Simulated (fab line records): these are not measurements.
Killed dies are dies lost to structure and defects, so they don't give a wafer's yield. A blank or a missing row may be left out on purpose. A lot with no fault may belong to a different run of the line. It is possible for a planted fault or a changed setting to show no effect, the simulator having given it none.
Chamber matching    flow nand-harc    ald-metal-04 running NHARC_P_CONTACT_ALD_22: 4 sister chambers
The step deposits TiN, target thk 3 nm, pulse time 1 s, ald cycles 150. 8 wafers are shown with their chamber, then 8 later ones without.

== EACH WAFER AND ITS CHAMBER ==
wafer   chamber  heater-power-w (W)  precursor-pulse-height-rel
L078.2  0        838                 1.018
L083.5  3        1091                0.986
L083.6  2        1169                0.997
L084.3  3        1075                0.982
L088.1  2        1184                0.997
L088.5  1        1108                1.013
L088.6  0        871                 0.993
L090.3  1        1123                0.999

== WAFERS WITH NO CHAMBER GIVEN ==
wafer   heater-power-w (W)  precursor-pulse-height-rel
L090.4  1097                1.005
L090.5  1111                0.974
L096.1  1162                0.984
L096.2  839                 1.032
L096.3  1088                1.029
L096.4  1181                1.006
L096.5  1169                1.006
L096.6  1067                0.988

== WHICH CHAMBER EACH WENT THROUGH ==
wafer    from the rows above       in truth
L090.4   can't be placed: 1 or 3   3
L090.5   can't be placed: 3 or 1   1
L096.1   2                         2
L096.2   0                         0
L096.3   can't be placed: 1 or 3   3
L096.4   2                         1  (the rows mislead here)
L096.5   2                         2
L096.6   3                         3
Correctly placed: 4 of 8. These rows do not allow placing 3 (true chamber among the candidates in 3). 1 placed wrongly.
How it was worked out, from the rows above alone: a wafer's distance from a chamber is the root of the sum, over the readings, of the square of ((its reading less the chamber's mean) divided by the reading's scatter). The wafer belongs to the nearest chamber; if the next one is less than 2 further off, it can't be placed. A chamber's mean is the mean of its shown wafers. The scatter: take each reading less its chamber's mean, square it, sum over the shown wafers, divide by the number of wafers less the number of chambers, and take the root.
